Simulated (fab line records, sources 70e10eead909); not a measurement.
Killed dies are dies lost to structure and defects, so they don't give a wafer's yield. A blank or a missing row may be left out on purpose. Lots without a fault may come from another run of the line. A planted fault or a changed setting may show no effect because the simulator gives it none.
fab line records | flow nand_harc
record lots=7 wafers=21 last_day=35
route steps=1302 shown A_ZERO_WELL@393 END@1302
lots that met no fault: from a run of the same line without faults
start_h: hours from the record's first day to the start of the lot's first wafer shown | wait_h: hours since the lot's step before | " the same as in the row above | L1.1+2: a row that stands for several wafers | - no value, or no start given | * or withheld: withheld | < > ~ a bound
route shown NAME@n: a module of which the file shows steps, and the number in the route of the first | usual: mean/standard deviation of fault-free wafers | same: alike in all rows | chamber/n: place in a boat | sites: the reading at each site | _std_site: their standard deviation | _edge_site: outer sites' mean less inner sites' | radius_mm: how far each site lies from the wafer's centre | mask NAME#n: copy n | behind: the tool/chamber that last shaped the wafer | hold: why the lot was held/for how many hours/how that ended | device: the transistor (n, p or np) that didn't switch | end of line: the same wafers' tests at the end of the route | a step without rows: its recipe alone | killed: dies lost to structure and defects at the first sort, not the wafer's yield | map: a wafer's dies, x killed, . not, _ none there
set.NAME: the setting as run; set.NAME@STEP: as run at that earlier step | model.NAME: the simulator's own value behind a step, which no gauge read
lots at some steps of the route; a table a step, a row a wafer
services: from which hour (start_h, from the record's first day; less than 0 if before it) a tool's chamber was out of use, for how many hours, and why
## steps
# step NHARC_A_ZERO_WELL_HMDS_03
# recipe time_s=30
# step NHARC_A_ZERO_WELL_COAT_18
# recipe temp_c=200 time_s=65
# step NHARC_A_ZERO_WELL_COAT_04
# recipe spin_rpm=2000 resist_thk_nm=600
# step NHARC_A_ZERO_WELL_SOFTBAKE_05
# recipe temp_c=125 time_s=70
# step NHARC_A_ZERO_WELL_EBR_06
# step NHARC_A_ZERO_WELL_EXPOSE_07
# recipe na=0.55 dose_mj=33.85 mask_id=A_ZERO
# step NHARC_A_ZERO_WELL_PEB_08
# recipe peb_temp_c=128 peb_time_s=80
# step NHARC_A_ZERO_WELL_DEVELOP_09
# recipe time_s=50 dev_temp_c=22
# step NHARC_A_ZERO_WELL_CD_MEAS_10
# recipe target_cd_nm=2000 landing_energy_ev=500
# usual cd_nm=2000.8/1.8
# columns lot.wafer tool chamber start_h wait_h cd_nm
L111.2 cd_sem-02 0 164.52 - 2000.2
L111.3 " 0 " " 1999.6
L111.4 " 0 " " 1999.5
L118.1 cd_sem-03 0 247.02 - 1998.0
L118.2 " 0 " " 1998.6
L118.6 " 0 " " 1998.4
L114.1 cd_sem-01 0 247.94 - 2002.6
L114.3 " 0 " " 1999.0
L114.6 " 0 " " 2001.8
L113.2 cd_sem-02 0 252.94 - 1999.7
L113.4 " 0 " " 2001.2
L113.6 " 0 " " 2003.2
L123.1 cd_sem-02 0 284.24 - 2003.1
L123.2 " 0 " " 2002.4
L123.3 " 0 " " 2001.4
L130.1 cd_sem-03 0 361.46 - 1999.5
L130.2 " 0 " " 2001.0
L130.4 " 0 " " 1999.5
L131.1 cd_sem-01 0 366.30 - 2006.2
L131.4 " 0 " " 2003.8
L131.5 " 0 " " 2001.9
# step NHARC_A_ZERO_WELL_HARDBAKE_11
# recipe temp_c=118 time_s=65
# step NHARC_A_ZERO_WELL_DESCUM_12
# recipe time_s=3 o2_flow_sccm=200 ar_flow_sccm=0 bias_power_w=0 chemistry=O2
# usual drypump_motor_current_A=5.6/0.32 oes_product_au=0.998/0.011 rf_vpp_V=57.8/0.96 showerhead_plenum_p_Torr=1.92/0.093 throttle_valve_pct=11.312/0.0087
# columns lot.wafer tool chamber start_h wait_h drypump_motor_current_A oes_product_au rf_hours_counter_h rf_vpp_V showerhead_plenum_p_Torr throttle_valve_pct
L111.2 rie_diel-07 2 164.69 - 5.2 0.995 1 58.7 2.05 11.297
L111.3 " 3 " " 5.7 0.985 1 58.6 1.96 11.306
L111.4 " 2 " " 5.2 0.990 - 59.6 2.05 11.307
L118.1 rie_diel-07 1 247.19 - 5.5 0.999 4 56.9 1.82 11.329
L118.2 " 2 " " 5.2 0.990 4 57.2 2.05 11.322
L118.6 " 0 " " 5.5 0.993 - 58.7 1.83 11.328
L114.3 rie_diel-07 3 248.10 - 5.7 0.990 4 57.6 1.96 11.313
L114.1 " 2 " " 5.2 0.982 4 58.6 2.05 11.308
L114.6 " 3 " " 5.7 0.985 - 57.8 1.96 11.316
L113.2 rie_diel-04 0 253.10 - 6.3 1.024 11 58.4 2.04 11.310
L113.4 " 2 " " 5.2 1.013 10 55.8 1.84 11.302
L113.6 " 0 " " 6.4 1.010 - 57.7 2.04 11.317
L123.3 rie_diel-07 2 284.39 - 5.2 0.994 5 57.4 2.05 11.316
L123.2 " 3 " " 5.7 0.979 5 58.7 1.96 11.324
L123.1 " 0 " " 5.5 1.000 5 57.5 1.83 11.302
L130.1 rie_diel-07 1 361.62 - 5.5 1.005 2 58.2 1.81 11.324
L130.4 " 2 " " 5.2 0.994 2 58.2 2.05 11.300
L130.2 " 0 " " 5.5 0.982 2 57.7 1.83 11.313
L131.4 rie_diel-07 3 366.46 - 5.7 0.998 2 56.6 1.96 11.300
L131.1 " 1 " " 5.5 1.028 2 57.7 1.81 11.314
L131.5 " 3 " " 5.7 1.000 - 58.3 1.96 11.303
# step NHARC_A_ZERO_WELL_ETCH_19
# recipe target_depth_a=800 overetch_a=240 time_s=87.88 ion_energy_ev=200 n2_flow_sccm=150 h2_flow_sccm=150 ar_flow_sccm=0 rf_w=400 bias_w=150 chemistry=N2/H2
# usual bias_w=150.1/0.43 chamber_pressure_mTorr=29.997/0.026 drypump_motor_current_A=5.6/0.31 oes_product_au=0.997/0.012 rf_vpp_V=430.7/2.9 showerhead_plenum_p_Torr=2.05/0.1 throttle_valve_pct=14.173/0.0094
# columns lot.wafer tool chamber start_h wait_h bias_w chamber_pressure_mTorr drypump_motor_current_A oes_product_au rf_hours_counter_h rf_vpp_V showerhead_plenum_p_Torr throttle_valve_pct
L111.3 rie_diel-07 3 164.79 0.1 150.2 29.999 5.7 0.988 1 431.2 2.09 14.189
L111.2 " 0 " " 149.6 29.960 5.6 1.008 1 428.3 1.95 14.169
L111.4 " 0 " " 149.9 30.026 5.6 1.004 - 428.7 1.95 14.160
L118.1 rie_diel-07 1 247.28 0.1 150.8 29.991 5.5 1.002 4 427.6 1.93 14.179
L118.2 " 2 " " 150.2 30.043 5.2 0.986 4 434.9 2.19 14.185
L118.6 " 0 " " 149.5 29.990 5.6 0.995 - 429.0 1.95 14.165
L114.3 rie_diel-07 0 248.18 0.1 150.7 30.001 5.5 0.993 4 429.8 1.95 14.178
L114.1 " 2 " " 150.4 30.028 5.3 0.995 4 433.9 2.19 14.169
L114.6 " 0 " " 150.0 29.970 5.5 0.995 - 428.1 1.95 14.157
L113.2 rie_diel-04 3 253.19 0.1 149.8 29.964 6.2 0.996 11 433.2 2.09 14.171
L113.4 " 0 " " 150.7 30.026 6.3 1.014 11 433.6 2.18 14.184
L113.6 " 1 " " 149.9 29.994 5.6 1.003 - 431.8 2.10 14.168
L123.1 rie_diel-07 0 284.49 0.1 150.5 30.015 5.5 0.996 5 427.4 1.95 14.175
L123.3 " 2 " " 149.7 30.019 5.2 1.001 5 433.8 2.19 14.161
L123.2 " 3 " " 149.1 29.934 5.6 0.988 5 432.0 2.09 14.193
L130.2 rie_diel-07 0 361.71 0.1 150.1 29.977 5.5 0.992 2 428.9 1.95 14.177
L130.4 " 1 " " 150.0 30.022 5.5 1.023 2 426.9 1.93 14.161
L130.1 " 2 " " 149.8 29.983 5.3 1.016 2 433.6 2.19 14.158
L131.1 rie_diel-07 0 366.55 0.1 150.2 29.975 5.5 0.984 2 426.2 1.95 14.169
L131.4 " 2 " " 149.2 29.978 5.2 1.008 2 435.7 2.19 14.177
L131.5 " 3 " " 150.0 29.991 5.7 0.986 - 431.4 2.09 14.152
# step NHARC_A_ZERO_WELL_ETCH_13
# recipe target_depth_a=1200 time_s=40.1 hbr_flow_sccm=150 cl2_flow_sccm=50 rf_w=400 icp_w=400 bias_w=100 chemistry=HBr/Cl2
# usual bias_w=100.04/0.28 chamber_pressure_mTorr=15.000/0.014 drypump_motor_current_A=5.8/0.34 hbr_flow_sccm=149.9/0.45 oes_product_au=0.995/0.0086 throttle_valve_pct=26.405/0.0096
# columns lot.wafer tool chamber start_h wait_h bias_w chamber_pressure_mTorr drypump_motor_current_A hbr_flow_sccm oes_product_au rf_hours_counter_h throttle_valve_pct
L111.4 rie_si-05 2 164.91 - 100.14 14.975 5.9 149.8 0.997 0.22 26.398
L111.2 " 3 " " 99.83 15.000 6.0 150.4 1.002 0.13 26.426
L111.3 " 1 " " 100.40 15.022 5.5 150.6 0.991 0.20 26.417
L118.2 rie_si-01 1 247.40 - - - - - - - -
L118.1 " 2 " " - - - - - - -
L118.6 " 1 " " - - - - - - -
L114.1 rie_si-06 3 248.30 - - - - - - - -
L114.3 " 2 " " - - - - - - -
L114.6 " 3 " " - - - - - - -
L113.2 rie_si-01 2 253.33 - - - - - - - -
L113.4 " 3 " " - - - - - - -
L113.6 " 0 " " - - - - - - -
L123.2 rie_si-01 0 284.63 - 99.99 14.983 6.3 150.0 0.990 0.57 26.408
L123.3 " 1 " " 100.20 15.027 5.6 149.7 0.984 0.69 26.410
L123.1 " 3 " " 100.26 15.033 5.7 150.5 0.978 0.53 26.426
L130.4 rie_si-05 3 361.82 - 99.66 15.018 6.0 150.0 0.989 0.31 26.393
L130.1 " 0 " " 99.95 15.005 5.9 150.4 0.977 0.30 26.416
L130.2 " 1 " " 100.18 14.999 5.5 150.1 0.997 0.26 26.395
L131.1 rie_si-06 2 366.67 - 100.23 14.991 5.2 150.4 0.994 0.66 26.410
L131.4 " 0 " " 100.21 15.006 5.3 149.9 0.992 0.69 26.407
L131.5 " 1 " " 100.22 15.022 5.8 151.1 0.987 - 26.389
# step NHARC_A_ZERO_WELL_STRIP_14
# recipe time_s=900 temp_c=130 chemistry=SPM
# step NHARC_END_SORT_01
# recipe temp_c=25
# usual killed_at_array=54/18 killed_at_other=0.9/1.2 killed_at_periphery=4.4/2.9 killed_dies=59/18 killed_open=3.2/1.8 killed_short=2.6/1.8
# same gross_dies=677
# columns lot.wafer tool chamber start_h wait_h killed_at_array killed_at_other killed_at_periphery killed_dies killed_open killed_short
L111.2 prober-01 0 602.78 2.8 85 1 7 93 4 1
L111.3 prober-01 0 603.58 3.1 77 3 0 80 3 3
L111.4 prober-01 0 604.38 3.4 88 1 5 94 5 2
L118.1 prober-01 0 684.62 2.5 672 1 4 677 1 2
L118.2 prober-01 0 685.41 2.8 674 0 3 677 5 1
L118.6 prober-01 0 688.57 3.9 676 0 1 677 2 2
L114.1 prober-02 0 690.34 2.5 663 0 14 677 5 3
L114.3 prober-02 0 691.92 3.1 667 1 9 677 4 7
L114.6 prober-02 0 694.30 4.0 663 2 12 677 3 5
L113.2 prober-02 0 721.15 2.8 671 2 4 677 5 2
L113.4 prober-02 0 722.74 3.4 674 1 2 677 4 2
L113.6 prober-02 0 724.33 4.0 671 4 2 677 2 2
L123.1 prober-02 0 735.98 2.5 60 0 4 64 2 2
L123.2 prober-02 0 736.79 2.8 63 0 3 66 2 1
L123.3 prober-02 0 737.59 3.1 60 0 5 65 4 0
L130.1 prober-02 0 791.76 2.5 69 1 1 71 1 3
L130.2 prober-02 0 792.57 2.8 76 2 1 79 8 2
L130.4 prober-02 0 794.19 3.4 91 0 7 98 3 3
# killed by level:class
L111.2 A_SLIT:chamber_film_flake=32 A_CHANNEL_HOLE_D2:chamber_film_flake=31 A_CONTACT:chamber_film_flake=6 A_CHANNEL_HOLE_D1:chamber_film_flake=5 A_STAIRCASE:chamber_film_flake=5 P_CONTACT:chamber_film_flake=3 P_M2:chamber_film_flake=2 A_DECK1_JOINT:chamber_film_flake=2
L111.3 A_SLIT:chamber_film_flake=33 A_CHANNEL_HOLE_D2:chamber_film_flake=24 A_CONTACT:chamber_film_flake=7 THIN_TSV:chamber_film_flake=3 A_CHANNEL_FILL_D2:geometric_particle:open=2 A_CHANNEL_HOLE_D1:chamber_film_flake=2 A_CHANNEL_FILL_D1:geometric_particle:short=1 A_WL_FILL:geometric_particle:short=1
L111.4 A_CHANNEL_HOLE_D2:chamber_film_flake=33 A_SLIT:chamber_film_flake=31 A_CONTACT:chamber_film_flake=11 A_CHANNEL_HOLE_D1:chamber_film_flake=4 P_M2:chamber_film_flake=3 P_STI:geometric_particle:open=1 A_ONON_D1:geometric_particle:short=1 A_ONON_D2:geometric_particle:short=1
L118.1 A_ZERO_WELL:area_etch=614 A_CHANNEL_HOLE_D1:chamber_film_flake=28 A_CHANNEL_HOLE_D2:chamber_film_flake=19 A_CONTACT:chamber_film_flake=4 P_STI:chamber_film_flake=2 A_SGD_CUT:chamber_film_flake=2 A_SLIT:chamber_film_flake=2 A_BLC:chamber_film_flake=2
L118.2 A_ZERO_WELL:area_etch=620 A_CHANNEL_HOLE_D1:chamber_film_flake=22 A_CHANNEL_HOLE_D2:chamber_film_flake=15 A_CONTACT:chamber_film_flake=7 A_SLIT:chamber_film_flake=2 A_BLC:chamber_film_flake=2 P_M1:geometric_particle:open=1 P_M2:geometric_particle:open=1
L118.6 A_ZERO_WELL:area_etch=604 A_CHANNEL_HOLE_D1:chamber_film_flake=32 A_CHANNEL_HOLE_D2:chamber_film_flake=24 A_CONTACT:chamber_film_flake=9 A_WL_FILL:geometric_particle:short=2 A_SLIT:chamber_film_flake=2 P_M1:geometric_particle:open=1 A_M0:geometric_particle:open=1
L114.1 A_ZERO_WELL:area_etch=607 A_CHANNEL_HOLE_D1:chamber_film_flake=18 A_CHANNEL_HOLE_D2:chamber_film_flake=16 A_SLIT:chamber_film_flake=5 A_CONTACT:chamber_film_flake=5 P_M2:chamber_film_flake=4 P_STI:chamber_film_flake=3 P_M0:geometric_particle:open=2
L114.3 A_ZERO_WELL:area_etch=604 A_CHANNEL_HOLE_D2:chamber_film_flake=24 A_CHANNEL_HOLE_D1:chamber_film_flake=21 P_STI:chamber_film_flake=4 A_CHANNEL_FILL_D1:geometric_particle:short=3 A_WL_FILL:geometric_particle:open=2 P_ZERO_WELL:chamber_film_flake=2 P_M2:chamber_film_flake=2
L114.6 A_ZERO_WELL:area_etch=595 A_CHANNEL_HOLE_D1:chamber_film_flake=22 A_CHANNEL_HOLE_D2:chamber_film_flake=20 A_CONTACT:chamber_film_flake=9 P_STI:chamber_film_flake=6 P_M2:chamber_film_flake=5 A_WL_FILL:geometric_particle:short=3 A_SLIT:chamber_film_flake=3
L113.2 A_ZERO_WELL:area_etch=617 A_SLIT:chamber_film_flake=34 A_CHANNEL_HOLE_D1:chamber_film_flake=5 A_STAIRCASE:chamber_film_flake=5 A_CONTACT:chamber_film_flake=5 A_BLC:geometric_particle:open=2 THIN_TSV:chamber_film_flake=2 P_CONTACT:geometric_particle:open=1
L113.4 A_ZERO_WELL:area_etch=623 A_SLIT:chamber_film_flake=35 A_CHANNEL_HOLE_D1:chamber_film_flake=5 A_STAIRCASE:chamber_film_flake=4 A_CONTACT:geometric_particle:open=2 A_CONTACT:chamber_film_flake=2 P_CONTACT:geometric_particle:short=1 P_CONTACT:geometric_particle:open=1
L113.6 A_ZERO_WELL:area_etch=633 A_SLIT:chamber_film_flake=26 A_STAIRCASE:chamber_film_flake=4 THIN_TSV:chamber_film_flake=4 A_CHANNEL_HOLE_D1:chamber_film_flake=3 P_ZERO_WELL:chamber_film_flake=2 A_ONON_D1:geometric_particle:open=1 A_ONON_D2:geometric_particle:short=1
L123.1 A_CHANNEL_HOLE_D1:chamber_film_flake=25 A_CHANNEL_HOLE_D2:chamber_film_flake=23 A_SLIT:chamber_film_flake=4 P_GATE:chamber_film_flake=2 A_STAIRCASE:chamber_film_flake=2 A_CONTACT:chamber_film_flake=2 P_M0:geometric_particle:open=1 A_DECK1_JOINT:geometric_particle:open=1
L123.2 A_CHANNEL_HOLE_D2:chamber_film_flake=26 A_CHANNEL_HOLE_D1:chamber_film_flake=19 A_CONTACT:chamber_film_flake=7 A_SLIT:chamber_film_flake=4 A_CHANNEL_FILL_D1:chamber_film_flake=3 P_M0:geometric_particle:short=1 P_M0:geometric_particle:open=1 A_CHANNEL_FILL_D1:geometric_particle:open=1
L123.3 A_CHANNEL_HOLE_D1:chamber_film_flake=28 A_CHANNEL_HOLE_D2:chamber_film_flake=15 A_SLIT:chamber_film_flake=6 A_CONTACT:chamber_film_flake=4 P_GATE:chamber_film_flake=3 A_M0:chamber_film_flake=2 P_GATE:geometric_particle:open=1 P_CONTACT:geometric_particle:open=1
L130.1 A_SLIT:chamber_film_flake=18 A_CHANNEL_HOLE_D2:chamber_film_flake=18 A_CHANNEL_HOLE_D1:chamber_film_flake=10 A_M1:chamber_film_flake=9 A_STAIRCASE:chamber_film_flake=3 A_WL_FILL:chamber_film_flake=3 A_CONTACT:chamber_film_flake=3 A_ONON_D1:geometric_particle:short=2
L130.2 A_SLIT:chamber_film_flake=24 A_CHANNEL_HOLE_D2:chamber_film_flake=18 A_CHANNEL_HOLE_D1:chamber_film_flake=12 A_M1:chamber_film_flake=6 A_STAIRCASE:chamber_film_flake=3 A_ONON_D1:geometric_particle:open=2 A_CONTACT:chamber_film_flake=2 A_ONON_D1:geometric_particle:short=1
L130.4 A_SLIT:chamber_film_flake=34 A_CHANNEL_HOLE_D2:chamber_film_flake=29 A_CHANNEL_HOLE_D1:chamber_film_flake=7 A_WL_FILL:chamber_film_flake=4 A_DECK1_JOINT:chamber_film_flake=4 A_CONTACT:chamber_film_flake=4 A_STAIRCASE:chamber_film_flake=3 P_ZERO_WELL:chamber_film_flake=2
# map L113.2 (x killed, . not)
____________x____________
_________xxxxxxx_________
_______xxxxxxxxxxx_______
______xxxxxxxxxxxxx______
_____xxxxxxxxxxxxxxx_____
____xxxxxxxxxxxxxxxxx____
____xxxxxxxxxxxxxxxxx____
___xxxxxxxxxxxxxxxxxxx___
___xxxxxxxxxxxxxxxxxxx___
__xxxxxxxxxxxxxxxxxxxxx__
__xxxxxxxxxxxxxxxxxxxxx__
_xxxxxxxxxxxxxxxxxxxxxxx_
_xxxxxxxxxxxxxxxxxxxxxxx_
_xxxxxxxxxxxxxxxxxxxxxxx_
_xxxxxxxxxxxxxxxxxxxxxxx_
_xxxxxxxxxxxxxxxxxxxxxxx_
xxxxxxxxxxxxxxxxxxxxxxxxx
xxxxxxxxxxxxxxxxxxxxxxxxx
xxxxxxxxxxxxxxxxxxxxxxxxx
xxxxxxxxxxxxxxxxxxxxxxxxx
xxxxxxxxxxxxxxxxxxxxxxxxx
_xxxxxxxxxxxxxxxxxxxxxxx_
_xxxxxxxxxxxxxxxxxxxxxxx_
_xxxxxxxxxxxxxxxxxxxxxxx_
_xxxxxxxxxxxxxxxxxxxxxxx_
_xxxxxxxxxxxxxxxxxxxxxxx_
__xxxxxxxxxxxxxxxxxxxxx__
__xxxxxxxxxxxxxxxxxxxxx__
___xxxxxxxxxxxxxxxxxxx___
___xxxxxxxxxxxxxxxxxxx___
____xxxxxxxxxxxxxxxxx____
____xxxxxxxxxxxxxxxxx____
_____xxxxxxxxxxxxxxx_____
______xxxxxxxxxxxxx______
_______xxxxxxxxxxx_______
_________xxxxxxx_________
____________x____________
# map L114.1 (x killed, . not)
____________x____________
_________xxxxxxx_________
_______xxxxxxxxxxx_______
______xxxxxxxxxxxxx______
_____xxxxxxxxxxxxxxx_____
____xxxxxxxxxxxxxxxxx____
____xxxxxxxxxxxxxxxxx____
___xxxxxxxxxxxxxxxxxxx___
___xxxxxxxxxxxxxxxxxxx___
__xxxxxxxxxxxxxxxxxxxxx__
__xxxxxxxxxxxxxxxxxxxxx__
_xxxxxxxxxxxxxxxxxxxxxxx_
_xxxxxxxxxxxxxxxxxxxxxxx_
_xxxxxxxxxxxxxxxxxxxxxxx_
_xxxxxxxxxxxxxxxxxxxxxxx_
_xxxxxxxxxxxxxxxxxxxxxxx_
xxxxxxxxxxxxxxxxxxxxxxxxx
xxxxxxxxxxxxxxxxxxxxxxxxx
xxxxxxxxxxxxxxxxxxxxxxxxx
xxxxxxxxxxxxxxxxxxxxxxxxx
xxxxxxxxxxxxxxxxxxxxxxxxx
_xxxxxxxxxxxxxxxxxxxxxxx_
_xxxxxxxxxxxxxxxxxxxxxxx_
_xxxxxxxxxxxxxxxxxxxxxxx_
_xxxxxxxxxxxxxxxxxxxxxxx_
_xxxxxxxxxxxxxxxxxxxxxxx_
__xxxxxxxxxxxxxxxxxxxxx__
__xxxxxxxxxxxxxxxxxxxxx__
___xxxxxxxxxxxxxxxxxxx___
___xxxxxxxxxxxxxxxxxxx___
____xxxxxxxxxxxxxxxxx____
____xxxxxxxxxxxxxxxxx____
_____xxxxxxxxxxxxxxx_____
______xxxxxxxxxxxxx______
_______xxxxxxxxxxx_______
_________xxxxxxx_________
____________x____________
## services
# columns tool chamber start_h hours kind
rie_diel-07 0 150.70 - clean
rie_diel-07 1 150.70 - clean
rie_diel-07 2 150.70 - clean
rie_diel-07 3 150.70 - clean
rie_diel-07 1 164.52 11.1 repair
rie_si-05 2 172.28 7.9 repair
rie_diel-07 0 175.20 - clean
rie_diel-04 - 177.94 9.0 pm
rie_si-01 - 193.04 9.0 pm
rie_diel-07 0 198.93 1.2 repair
rie_si-06 0 199.33 5.2 repair
rie_si-01 0 208.56 11.5 repair
rie_diel-04 - 211.78 0.9 repair
rie_si-06 - 246.70 0.9 repair
rie_si-06 - 249.00 9.0 pm
rie_si-05 - 260.75 0.7 repair
rie_diel-04 1 261.57 17.0 repair
rie_diel-07 1 280.75 7.2 repair
rie_diel-07 - 294.20 9.0 pm
rie_si-05 - 305.00 9.0 pm
rie_si-06 - 331.31 0.9 repair
rie_diel-04 2 337.58 9.7 repair
rie_diel-04 - 354.94 9.0 pm
rie_diel-07 - 363.56 1.1 repair
## key
first_sign step=NHARC_A_ZERO_WELL_ETCH_13 reading=tool_record direction=missing
effect step=NHARC_END_SORT_01 reading=killed_at_array direction=up sigmas=34 usual=54 struck=670
more_kills_born_at NHARC_A_ZERO_WELL_ETCH_13@rie_si-01=3711 NHARC_A_ZERO_WELL_ETCH_13@rie_si-06=1806
met_at NHARC_A_ZERO_WELL_ETCH_13
struck_wafers L113.2,L113.4,L113.6,L114.1,L114.3,L114.6,L118.1,L118.2,L118.6
later_rows_left_out L113.2,L113.4,L113.6,L114.1,L114.3,L114.6,L118.1,L118.2,L118.6
tester_left_out L113,L114,L118
fault kind=skipped_step_whole tool=rie_si-01,rie_si-06 chamber=- onset_h=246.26 steps=NHARC_A_ZERO_WELL_ETCH_13 scope=struck_lots_only
# tester_left_out: of these lots the tester's yield and bins aren't shown, on N5 and GAA mostly nor the transistor test; their killed dies are dies lost to structure and defects alone, not to doping, threshold or leakage, so they don't give the yield
# later_rows_left_out: the simulator's readings of these wafers behind a module that went badly wrong aren't trusted and aren't shown, but for the sort
